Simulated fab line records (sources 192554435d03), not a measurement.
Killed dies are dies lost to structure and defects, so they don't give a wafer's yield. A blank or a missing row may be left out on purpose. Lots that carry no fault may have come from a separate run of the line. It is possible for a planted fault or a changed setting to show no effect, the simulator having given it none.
fab line records	flow n5-finfet
[record] lots = 7	wafers = 39
route steps=1938 shown ZERO_LAYER@11 FIN_SAQP@130 SD_EPI_P@321 MOL_CONTACT_COAG@532 BEOL_M1@792
start-h: hours from the record's first day to the start of the lot's first wafer shown	wait-h: hours since the lot's step before	" as in the row above	L1.1+2: a row that stands for several wafers	- no value, or no start was given	* or withheld: withheld	< > ~ a bound
route shown NAME@n: a module of which the file shows steps, and the number in the route of the first	usual: mean and standard deviation over wafers with no fault	same: alike in all rows	chamber/n: place in a boat	sites: the reading at each site	_std_site: the standard deviation of these	_edge_site: mean of outer sites minus mean of inner sites	radius-mm: how far each site lies from the wafer's centre	mask NAME#n: copy n	behind: tool/chamber where the wafer was last shaped	hold: why the lot went on hold/how many hours it stayed there/how the hold came to an end	device: the transistor (n, p or np) that didn't switch	end of line: at the end of the route, the tests of the same wafers	for a step that has no rows: nothing shown but its recipe	killed: the dies lost at the first sort to structure and to defects; this is not the yield of the wafer	map: dies across one wafer; x = killed, . = not, _ = none there
set.NAME: the run value of the setting; set.NAME@STEP: its run value at that earlier step	model.NAME: the simulator's own value behind a step, which no gauge read
lots where settings were altered on purpose, with a table for each step and a row for each wafer
[[steps]]
[step N5_ZERO_LAYER_DEVELOP_10]
[recipe] develop-time-s = 60	rinse-liquid = diw	dry = air-spin	dev-temp-c = 21
lot.wafer	tool	chamber	start-h	wait-h	set.develop-time-s
L076.1+2+3+4+5+6	litho-track-02	0	-	-	60
L077.1+2+3	litho-track-05	0	-	-	60
L077.4+5+6	"	0	"	"	92.67
L079.2+3+5	litho-track-02	0	-	-	60
L080.1+3+6	litho-track-01	0	-	-	28.17
L080.2+4+5	"	0	"	"	60
L082.1+2+3+4+5+6	litho-track-02	0	-	-	60
L083.1+2+4	litho-track-02	0	-	-	45.46
L083.3+5+6	"	0	"	"	60
L097.1+2+3+4+5+6	litho-track-01	0	-	-	60
[step N5_ZERO_LAYER_HARDBAKE_23]
[recipe] temp-c = 130	time-s = 120
[step N5_ZERO_LAYER_CD_MEAS_11]
[recipe] target-cd-nm = 2000	landing-energy-ev = 500	detector = se-inlens
[usual] cd-nm = 1999.7/1.4
lot.wafer	tool	chamber	start-h	wait-h	set.develop-time-s@ZERO_LAYER_DEVELOP_10	cd-nm
L076.1	cd-sem-01	0	24.66	-	60	1999.9
L076.2	"	0	"	"	60	2000.9
L076.3	"	0	"	"	60	1999.7
L076.4	"	0	"	"	60	2000.5
L076.5	"	0	"	"	60	2000.5
L076.6	"	0	"	"	60	2001.2
L077.1	cd-sem-02	0	30.77	-	60	1998.3
L077.2	"	0	"	"	60	2000.2
L077.3	"	0	"	"	60	1999.2
L077.4	"	0	"	"	92.67	2008.2
L077.5	"	0	"	"	92.67	2008.1
L077.6	"	0	"	"	92.67	2007.2
L079.2	cd-sem-02	0	42.65	-	60	2001.6
L079.3	"	0	"	"	60	2000.0
L079.5	"	0	"	"	60	2000.6
L080.1	cd-sem-01	0	48.64	-	28.17	1982.0
L080.2	"	0	"	"	60	1999.9
L080.3	"	0	"	"	28.17	1984.0
L080.4	"	0	"	"	60	1999.4
L080.5	"	0	"	"	60	1998.9
L080.6	"	0	"	"	28.17	1983.0
L082.1	cd-sem-02	0	60.66	-	60	2000.3
L082.2	"	0	"	"	60	1999.7
L082.3	"	0	"	"	60	2000.0
L082.4	"	0	"	"	60	2000.5
L082.5	"	0	"	"	60	1999.4
L082.6	"	0	"	"	60	2001.1
L083.1	cd-sem-03	0	66.77	-	45.46	1992.3
L083.2	"	0	"	"	45.46	1992.9
L083.3	"	0	"	"	60	1998.6
L083.4	"	0	"	"	45.46	1992.1
L083.5	"	0	"	"	60	1998.3
L083.6	"	0	"	"	60	1998.8
L097.1	cd-sem-02	0	150.64	-	60	1996.3
L097.2	"	0	"	"	60	1996.8
L097.3	"	0	"	"	60	1996.2
L097.4	"	0	"	"	60	1998.1
L097.5	"	0	"	"	60	1996.8
L097.6	"	0	"	"	60	1997.8
[step N5_ZERO_LAYER_DESCUM_16]
[recipe] chemistry = O2	time-s = 7.9	source-power-w = 50	bias-power-w = 20	pressure-mtorr = 20	rf-frequency-hz = 2.712e+07	temp-c = 40	o2-flow-sccm = 225
lot.wafer	tool	chamber	start-h	wait-h	set.develop-time-s@ZERO_LAYER_DEVELOP_10	model.ZERO_LAYER.cd-nm
L076.1+3	rie-diel-01	2,0	25.06	0.4	60	2000
L076.2+4+5	"	3,1,2	"	"	60	2001
L076.6	"	1	"	"	60	-
L077.1	rie-diel-02	3	30.80	0.0	60	1998
L077.2	"	0	"	"	60	2000
L077.3	"	2	"	"	60	1999
L077.4+5	"	1,2	"	"	92.67	2008
L077.6	"	3	"	"	92.67	2007
L079.2+5	rie-diel-05	3,2	42.68	0.0	60	2001
L079.3	"	0	"	"	60	2000
L080.1	rie-diel-02	2	48.97	0.3	28.17	1982
L080.2	"	3	"	"	60	2000
L080.3	"	0	"	"	28.17	1984
L080.4+5	"	1	"	"	60	1999
L080.6	"	2	"	"	28.17	1983
L082.1+4+6	rie-diel-05	3,0,1	60.95	0.3	60	2001
L082.2	"	1	"	"	60	2000
L082.3	"	2	"	"	60	-
L082.5	"	0	"	"	60	1999
L083.1+4	rie-diel-01	2,3	66.81	0.0	45.46	1992
L083.2	"	0	"	"	45.46	1993
L083.3+6	"	1	"	"	60	1999
L083.5	"	2	"	"	60	1998
L097.1	rie-diel-05	0	150.68	0.0	60	1996
L097.2+3+5	"	2,1,3	"	"	60	1997
L097.4+6	"	3,2	"	"	60	1998
[step N5_FIN_SAQP_ETCH_65]
[recipe] chemistry = CF4	target = SiO2	target-depth-a = 40	ion-energy-ev = 350	time-s = 4.4	pressure-mtorr = 10	icp-w = 800	bias-w = 400	cf4-flow-sccm = 80
lot.wafer	tool	chamber	start-h	wait-h	set.time-s	model.etch.depth-nm
L076.1	rie-si-06	1	36.31	0.1	4.4	3.997
L076.2	"	2	"	"	2.014	1.802
L076.3	"	0	"	"	2.014	1.826
L076.4+5	"	3,0	"	"	4.4	4.007
L076.6	"	1	"	"	2.014	1.84
L077.1	rie-si-06	0	41.94	0.1	6.492	5.982
L077.2	"	3	"	"	4.4	4.052
L077.3	"	1	"	"	6.492	5.913
L077.4	"	2	"	"	6.492	5.857
L077.5	"	1	"	"	4.4	4.024
L077.6	"	2	"	"	4.4	3.934
L079.2	rie-si-02	2	53.83	0.1	4.4	3.923
L079.3	"	0	"	"	4.4	4.057
L079.5	"	0	"	"	4.4	4.082
L080.1	rie-si-02	2	59.70	0.1	4.4	3.95
L080.2	"	0	"	"	4.4	4.111
L080.3	"	1	"	"	4.4	4.079
L080.4	"	3	"	"	4.4	4.021
L080.5	"	0	"	"	4.4	4.123
L080.6	"	3	"	"	4.4	4.014
L082.1	rie-si-05	3	72.29	0.1	2.148	1.943
L082.2	"	2	"	"	4.4	4.055
L082.3	"	0	"	"	4.4	4.113
L082.4	"	1	"	"	2.148	1.992
L082.5	"	0	"	"	2.148	1.999
L082.6	"	1	"	"	4.4	4.071
L083.1	rie-si-06	1	79.08	0.1	4.4	3.986
L083.2	"	2	"	"	3.089	2.751
L083.3	"	0	"	"	3.089	2.811
L083.4	"	3	"	"	4.4	3.995
L083.5	"	0	"	"	3.089	2.814
L083.6	"	1	"	"	4.4	3.996
L097.1	rie-si-02	0	161.67	0.1	4.4	4.113
L097.2	"	3	"	"	6.35	5.79
L097.3	"	2	"	"	6.35	5.716
L097.4	"	1	"	"	4.4	4.011
L097.5	"	1	"	"	6.35	5.759
L097.6	"	2	"	"	4.4	3.948
[step N5_SD_EPI_P_EPI_21]
[recipe] material = SiGe:B	dopant = B	temp-c = 550	pressure-torr = 20	ambient = H2	time-s = 355
lot.wafer	tool	chamber	start-h	wait-h	set.epi-growth-time-s	model.SiGe-B_of_SD_EPI_P_EPI_21.thk-nm
L076.1	epi-rpcvd-04	0	65.82	0.2	500.3	78
L076.2+5	"	0	"	"	355	61.6
L076.3	"	0	"	"	500.3	77
L076.4	"	0	"	"	355	61.4
L076.6	"	0	"	"	500.3	78.2
L077.1	epi-rpcvd-01	0	72.52	0.1	355	61.8
L077.2+3+6	"	0	"	"	355	61.6
L077.4	"	0	"	"	355	62.6
L077.5	"	0	"	"	355	61.4
L079.2+3+5	epi-rpcvd-01	0	84.95	0.5	355	59.2
L080.1	epi-rpcvd-01	0	91.75	0.1	355	59.6
L080.2	"	0	"	"	440.9	70
L080.3	"	0	"	"	355	59.4
L080.4	"	0	"	"	355	60
L080.5	"	0	"	"	440.9	70.4
L080.6	"	0	"	"	440.9	68.8
L082.1	epi-rpcvd-02	0	105.91	0.3	515	79.2
L082.2	"	0	"	"	515	78.8
L082.3	"	0	"	"	355	60.2
L082.4	"	0	"	"	355	60.8
L082.5	"	0	"	"	355	61.2
L082.6	"	0	"	"	515	79.4
L083.1	epi-rpcvd-01	0	111.61	0.1	450.1	71.4
L083.2	"	0	"	"	450.1	71.8
L083.3	"	0	"	"	355	61
L083.4	"	0	"	"	355	60.4
L083.5	"	0	"	"	450.1	71.6
L083.6	"	0	"	"	355	60
L097.1	epi-rpcvd-02	0	197.55	0.1	519	81.6
L097.2	"	0	"	"	519	80.2
L097.3	"	0	"	"	355	62.4
L097.4	"	0	"	"	519	80
L097.5	"	0	"	"	355	61.6
L097.6	"	0	"	"	355	61.4
[step N5_SD_EPI_P_EPI_MEAS_23]
[recipe] mode = xrd
[usual] thk-nm = 60.9/1.4
lot.wafer	tool	chamber	start-h	wait-h	set.epi-growth-time-s@SD_EPI_P_EPI_21	thk-nm
L076.1	film-metro-02	-	68.74	2.4	500.3	76.7
L076.2	"	-	"	"	355	60.0
L076.3	"	-	"	"	500.3	76.8
L076.4	"	-	"	"	355	61.3
L076.5	"	-	"	"	355	61.3
L076.6	"	-	"	"	500.3	79.9
L077.1	film-metro-01	-	74.71	1.8	355	61.5
L077.2	"	-	"	"	355	61.1
L077.3	"	-	"	"	355	60.0
L077.4	"	-	"	"	355	61.1
L077.5	"	-	"	"	355	58.2
L077.6	"	-	"	"	355	62.9
L079.2	film-metro-02	-	86.79	1.5	355	57.0
L079.3	"	-	"	"	355	59.0
L079.5	"	-	"	"	355	59.3
L080.1	film-metro-02	-	93.95	1.8	355	60.9
L080.2	"	-	"	"	440.9	70.2
L080.3	"	-	"	"	355	58.8
L080.4	"	-	"	"	355	60.6
L080.5	"	-	"	"	440.9	69.4
L080.6	"	-	"	"	440.9	69.3
L082.1	film-metro-01	-	109.79	3.2	515	80.3
L082.2	"	-	"	"	515	79.1
L082.3	"	-	"	"	355	60.4
L082.4	"	-	"	"	355	61.0
L082.5	"	-	"	"	355	62.7
L082.6	"	-	"	"	515	79.6
L083.1	film-metro-01	-	113.80	1.8	450.1	70.5
L083.2	"	-	"	"	450.1	72.3
L083.3	"	-	"	"	355	60.0
L083.4	"	-	"	"	355	60.4
L083.5	"	-	"	"	450.1	70.6
L083.6	"	-	"	"	355	58.4
L097.1	film-metro-02	-	199.75	1.8	519	81.4
L097.2	"	-	"	"	519	81.6
L097.3	"	-	"	"	355	62.1
L097.4	"	-	"	"	519	80.2
L097.5	"	-	"	"	355	62.2
L097.6	"	-	"	"	355	61.3
[step N5_SD_EPI_P_HM_STRIP_48]
[recipe] chemistry = H3PO4	temp-c = 160	material = SiNx	target = SiNx	target-depth-a = 30	overetch-fraction = 0.3
lot.wafer	tool	chamber	start-h	wait-h	set.epi-growth-time-s@SD_EPI_P_EPI_21	model.SiGe-B_of_SD_EPI_P_EPI_21.thk-nm
L076.1	wet-bench-06	6	68.78	0.0	500.3	77.6
L076.2+4+5	"	5,4,7	"	"	355	61.2
L076.3	"	3	"	"	500.3	76.6
L076.6	"	0	"	"	500.3	77.8
L077.1	wet-bench-06	7	74.75	0.0	355	61.6
L077.2+6	"	3,6	"	"	355	61.4
L077.3	"	0	"	"	355	61.2
L077.4	"	2	"	"	355	62.2
L077.5	"	1	"	"	355	61
L079.2	wet-bench-02	2	86.82	0.0	355	58.8
L079.3+5	"	6,5	"	"	355	59
L080.1	wet-bench-01	0	93.98	0.0	355	59.4
L080.2	"	4	"	"	440.9	69.6
L080.3	"	5	"	"	355	59
L080.4	"	7	"	"	355	59.8
L080.5	"	3	"	"	440.9	70
L080.6	"	6	"	"	440.9	68.4
L082.1	wet-bench-02	4	109.83	0.0	515	78.8
L082.2	"	5	"	"	515	78.4
L082.3	"	2	"	"	355	60
L082.4	"	6	"	"	355	60.6
L082.5	"	1	"	"	355	61
L082.6	"	3	"	"	515	79
L083.1	wet-bench-01	0	113.84	0.0	450.1	71
L083.2	"	6	"	"	450.1	71.4
L083.3	"	4	"	"	355	60.6
L083.4	"	1	"	"	355	60
L083.5	"	5	"	"	450.1	71.2
L083.6	"	7	"	"	355	59.8
L097.1	wet-bench-01	5	199.79	0.0	519	81.2
L097.2+4	"	3,2	"	"	519	79.8
L097.3	"	7	"	"	355	62
L097.5	"	4	"	"	355	61.4
L097.6	"	6	"	"	355	61
[step N5_MOL_CONTACT_COAG_ETCH_106]
[recipe] chemistry = N2/H2	target = SOC	target-depth-a = 800	overetch-a = 160	mask-material = SiARC	temp-c = 40	time-s = 120	ion-energy-ev = 200	pressure-mtorr = 30	source-w = 840	bias-w = 150	n2-flow-sccm = 200	h2-flow-sccm = 200
lot.wafer	tool	chamber	start-h	wait-h	set.target-depth-a	model.etch.depth-nm	model.SiARC_of_MOL_CONTACT_COAG_COAT_104.thk-nm	model.MOL_CONTACT_COAG.cd-offset-nm
L076.1	rie-diel-04	1	97.67	0.0	606.3	74.54	7.6	-0.8
L076.2	"	2	"	"	800	80.55	6.2	-0.2
L076.3	"	3	"	"	800	80.23	6	0
L076.4	"	0	"	"	606.3	78.22	7.4	-0.8
L076.5	"	1	"	"	800	80.21	6.4	-0.4
L076.6	"	2	"	"	606.3	79.28	7.2	-0.4
L077.1	rie-diel-04	0	104.95	0.0	800	79.82	6.2	0
L077.2	"	2	"	"	800	80.01	6.2	0.2
L077.3	"	1	"	"	800	79.85	6.4	0
L077.4	"	3	"	"	800	79.57	6	0.2
L077.5	"	1	"	"	800	79.89	6.4	-0.2
L077.6	"	0	"	"	800	79.76	6.2	0
L079.2	rie-diel-03	3	118.37	0.0	800	80.61	6.4	0.4
L079.3	"	3	"	"	800	80.7	6.4	0.2
L079.5	"	1	"	"	800	80.53	6.6	0.2
L080.1	rie-diel-04	0	124.48	0.0	800	79.89	6.4	0
L080.2	"	3	"	"	800	79.99	6.2	0.4
L080.3	"	2	"	"	1155	79.63	4	1
L080.4	"	1	"	"	1155	79.87	4.4	0.8
L080.5	"	2	"	"	1155	79.93	4.2	1.2
L080.6	"	1	"	"	800	79.86	6.6	-0.2
L082.1	rie-diel-06	0	139.67	0.0	800	79.5	6.4	0.2
L082.2	"	1	"	"	800	79.64	6.2	0.2
L082.3	"	3	"	"	800	79.88	6.4	0.4
L082.4	"	2	"	"	800	79.71	6.4	0
L082.5	"	0	"	"	800	79.6	6.4	0.2
L082.6	"	1	"	"	800	79.55	6.2	0.4
L083.1	rie-diel-06	0	145.60	0.0	415	56.31	8.6	-0.6
L083.2	"	3	"	"	800	80.41	6.4	0
L083.3	"	2	"	"	415	56.43	8.6	-0.8
L083.4	"	1	"	"	415	58.23	8.6	-0.6
L083.5	"	2	"	"	800	80.18	6.4	0.2
L083.6	"	3	"	"	800	80.42	6.4	0.4
L097.1	rie-diel-03	0	231.67	0.0	800	80.09	6.4	0.4
L097.2	"	1	"	"	800	80.16	6.4	0
L097.3	"	2	"	"	800	80.04	6.4	0
L097.4	"	1	"	"	800	80.23	6.4	0.2
L097.5	"	0	"	"	800	80.2	6.6	0.4
L097.6	"	2	"	"	800	79.95	6.4	0
[step N5_MOL_CONTACT_COAG_STRIP_107]
[recipe] chemistry = N2/H2	temp-c = 40	n2-flow-sccm = 200	h2-flow-sccm = 200	rf-frequency-hz = 6e+07
[step N5_MOL_CONTACT_COAG_STRIP_108]
[recipe] chemistry = N2/H2	temp-c = 40	n2-flow-sccm = 200	h2-flow-sccm = 200	rf-frequency-hz = 6e+07
[step N5_MOL_CONTACT_COAG_CONTACT_ETCH_14]
[recipe] chemistry = C4F6/O2	target = SiO2	target-depth-a = 275	overetch-a = 85	mask-material = SOC	pressure-mtorr = 30	source-w = 370	bias-w = 185	Ar_flow_sccm = 300	C4F6_flow_sccm = 16	O2_flow_sccm = 10	time-s = 20	ion-energy-ev = 259.6
lot.wafer	tool	chamber	start-h	wait-h	set.target-depth-a@MOL_CONTACT_COAG_ETCH_106	model.MOL_CONTACT_COAG.cd-offset-nm
L076.1+4	rie-diel-04	1,0	97.77	0.0	606.3	-0.8
L076.2	"	2	"	"	800	-0.4
L076.3	"	3	"	"	800	0
L076.5	"	1	"	"	800	-0.2
L076.6	"	2	"	"	606.3	-0.6
L077.1+2+3+6	rie-diel-04	0,2,1,0	105.05	0.0	800	0
L077.4	"	3	"	"	800	0.2
L077.5	"	1	"	"	800	-0.2
L079.2	rie-diel-03	3	118.52	0.0	800	0.4
L079.3+5	"	3,1	"	"	800	0.2
L080.1	rie-diel-04	0	124.58	0.0	800	0
L080.2	"	3	"	"	800	0.4
L080.3+5	"	2	"	"	1155	1
L080.4	"	1	"	"	1155	0.8
L080.6	"	1	"	"	800	-0.2
L082.1+2+5	rie-diel-06	0,1,0	139.77	0.0	800	0.2
L082.3+6	"	3,1	"	"	800	0.4
L082.4	"	2	"	"	800	0
L083.1+3	rie-diel-06	0,2	145.70	0.0	415	-0.8
L083.2	"	3	"	"	800	0
L083.4	"	1	"	"	415	-0.6
L083.5	"	2	"	"	800	0.2
L083.6	"	3	"	"	800	0.4
L097.1+5	rie-diel-03	0	231.77	0.0	800	0.4
L097.2+3+6	"	1,2,2	"	"	800	0
L097.4	"	1	"	"	800	0.2
[step N5_BEOL_M1_ALD_98]
[recipe] material = SiO2	target-thk-a = 25	temp-c = 100	ald-precursor-family = BDEAS	ald-co-reactant = O2-plasma	pulse-time-s = 1	co-reactant-pulse-time-s = 1	purge-time-s = 2	co-reactant-purge-time-s = 2	ald-cycles = 17	pressure-torr = 2
lot.wafer	tool	chamber	start-h	wait-h	set.ald-cycles	model.SiO2_of_BEOL_M1_ALD_98.thk-nm
L076.1+4	ald-sin-04	2,0	132.30	0.1	17	2.4
L076.2	"	3	"	"	17	2.6
L076.3+5+6	"	1,1,2	"	"	9	1.4
L077.1+2+5	ald-sin-02	0,1,1	140.32	0.1	13	2
L077.3+4	"	2,3	"	"	17	2.6
L077.6	"	0	"	"	17	2.4
L079.2+3+5	ald-sin-02	3,2,0	155.29	0.3	17	2.6
L080.1+2+4	ald-sin-01	1,3,2	155.51	0.1	17	2.4
L080.3+5+6	"	0,1,0	"	"	10	1.4
L082.1+2+4	ald-sin-01	3,2,1	174.35	0.1	22	3.2
L082.3+6	"	0,1	"	"	17	2.4
L082.5	"	0	"	"	17	2.6
L083.1+2+4	ald-sin-01	2,0,3	181.80	0.1	9	1.4
L083.3+5+6	"	1,2,1	"	"	17	2.4
L097.1+3+5	ald-sin-04	1,3,1	264.16	0.1	23	3.4
L097.2+4+6	"	0,2,2	"	"	17	2.4
[step N5_BEOL_M1_ETCHBACK_99]
[recipe] chemistry = CHF3	target = SiO2	target-depth-a = 50	time-s = 10.4	source-w = 215	bias-w = 47	Ar_flow_sccm = 200	CHF3_flow_sccm = 12	ion-energy-ev = 100	pressure-mtorr = 30
[step N5_BEOL_M1_ETCH_70]
[recipe] chemistry = N2/H2	target = SOC	target-depth-a = 800	overetch-a = 160	mask-material = SiARC	temp-c = 40	time-s = 120	ion-energy-ev = 200	pressure-mtorr = 30	source-w = 840	bias-w = 150	n2-flow-sccm = 200	h2-flow-sccm = 200
[step N5_BEOL_M1_STRIP_71]
[recipe] chemistry = N2/H2	temp-c = 40	n2-flow-sccm = 200	h2-flow-sccm = 200	rf-frequency-hz = 6e+07
[step N5_BEOL_M1_STRIP_78]
[recipe] chemistry = N2/H2	temp-c = 40	n2-flow-sccm = 200	h2-flow-sccm = 200	rf-frequency-hz = 6e+07
[step N5_BEOL_M1_VIA_ETCH_34]
[recipe] chemistry = C4F6/O2	target-depth-a = 678	mask-material = SOC	pressure-mtorr = 15	ion-energy-ev = 250	taper-deg = 4	time-s = 64.4	source-w = 350	bias-w = 170	Ar_flow_sccm = 300	C4F6_flow_sccm = 10	O2_flow_sccm = 10
lot.wafer	tool	chamber	start-h	wait-h	set.ald-cycles@BEOL_M1_ALD_98	model.BEOL_M1.cd-nm
L076.1+4	rie-diel-01	1,0	132.56	0.0	17	18
L076.2	"	3	"	"	17	17.8
L076.3	"	2	"	"	9	20
L076.5+6	"	0,3	"	"	9	20.2
L077.1	rie-diel-05	0	149.15	0.0	13	19.4
L077.2+5	"	3	"	"	13	19
L077.3	"	2	"	"	17	18.2
L077.4+6	"	1,2	"	"	17	18
L079.2+5	rie-diel-05	1,3	159.34	0.0	17	17.8
L079.3	"	2	"	"	17	17.4
L080.1+2	rie-diel-02	3,0	164.00	0.0	17	18.2
L080.3+6	"	2,1	"	"	10	20.2
L080.4	"	1	"	"	17	18
L080.5	"	2	"	"	10	20.4
L082.1	rie-diel-05	0	174.81	0.0	22	16.8
L082.2+4	"	3,2	"	"	22	16.6
L082.3	"	1	"	"	17	18.2
L082.5	"	2	"	"	17	17.8
L082.6	"	1	"	"	17	18.4
L083.1	rie-diel-02	3	182.12	0.0	9	20.6
L083.2	"	1	"	"	9	20
L083.3+5	"	2,3	"	"	17	18.4
L083.4	"	0	"	"	9	20.2
L083.6	"	2	"	"	17	18.2
L097.1	rie-diel-01	0	265.83	0.0	23	16.2
L097.2+4	"	2,1	"	"	17	17.8
L097.3	"	3	"	"	23	16.4
L097.5	"	2	"	"	23	15.8
L097.6	"	3	"	"	17	18.4
[[key]]
[split] step = N5_ZERO_LAYER_DEVELOP_10	setting = develop-time-s	stated = 60	by = wafer
[response] step = N5_ZERO_LAYER_CD_MEAS_11	reading = cd-nm	change = +0.234	per = 1%	r = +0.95
[response] step = N5_ZERO_LAYER_DESCUM_16	reading = model.ZERO_LAYER.cd-nm	change = +0.231	per = 1%	r = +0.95
[split] step = N5_FIN_SAQP_ETCH_65	setting = time-s	stated = 4.4	by = wafer
[response] step = N5_FIN_SAQP_ETCH_65	reading = model.etch.depth-nm	change = +0.0402	per = 1%	r = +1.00
[split] step = N5_SD_EPI_P_EPI_21	setting = epi-growth-time-s	stated = 355	by = wafer
[response] step = N5_SD_EPI_P_EPI_21	reading = model.SiGe-B_of_SD_EPI_P_EPI_21.thk-nm	change = +0.406	per = 1%	r = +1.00
[response] step = N5_SD_EPI_P_EPI_MEAS_23	reading = thk-nm	change = *	per = 1%	r = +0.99
[response] step = N5_SD_EPI_P_HM_STRIP_48	reading = model.SiGe-B_of_SD_EPI_P_EPI_21.thk-nm	change = +0.404	per = 1%	r = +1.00
[split] step = N5_MOL_CONTACT_COAG_ETCH_106	setting = target-depth-a	stated = 800	by = wafer
[response] step = N5_MOL_CONTACT_COAG_ETCH_106	reading = model.etch.depth-nm	shape = bent	at-lowest = 56.99	at-stated = 80.03	at-highest = 79.81
[response] step = N5_MOL_CONTACT_COAG_ETCH_106	reading = model.SiARC_of_MOL_CONTACT_COAG_COAT_104.thk-nm	change = -0.0477	per = 1%	r = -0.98
[response] step = N5_MOL_CONTACT_COAG_ETCH_106	reading = model.MOL_CONTACT_COAG.cd-offset-nm	change = +0.0194	per = 1%	r = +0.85
[response] step = N5_MOL_CONTACT_COAG_CONTACT_ETCH_14	reading = model.MOL_CONTACT_COAG.cd-offset-nm	change = +0.0198	per = 1%	r = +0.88
[split] step = N5_BEOL_M1_ALD_98	setting = ald-cycles	stated = 17	by = wafer
[response] step = N5_BEOL_M1_ALD_98	reading = model.SiO2_of_BEOL_M1_ALD_98.thk-nm	change = +0.0236	per = 1%	r = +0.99
[response] step = N5_BEOL_M1_VIA_ETCH_34	reading = model.BEOL_M1.cd-nm	change = -0.0474	per = 1%	r = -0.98
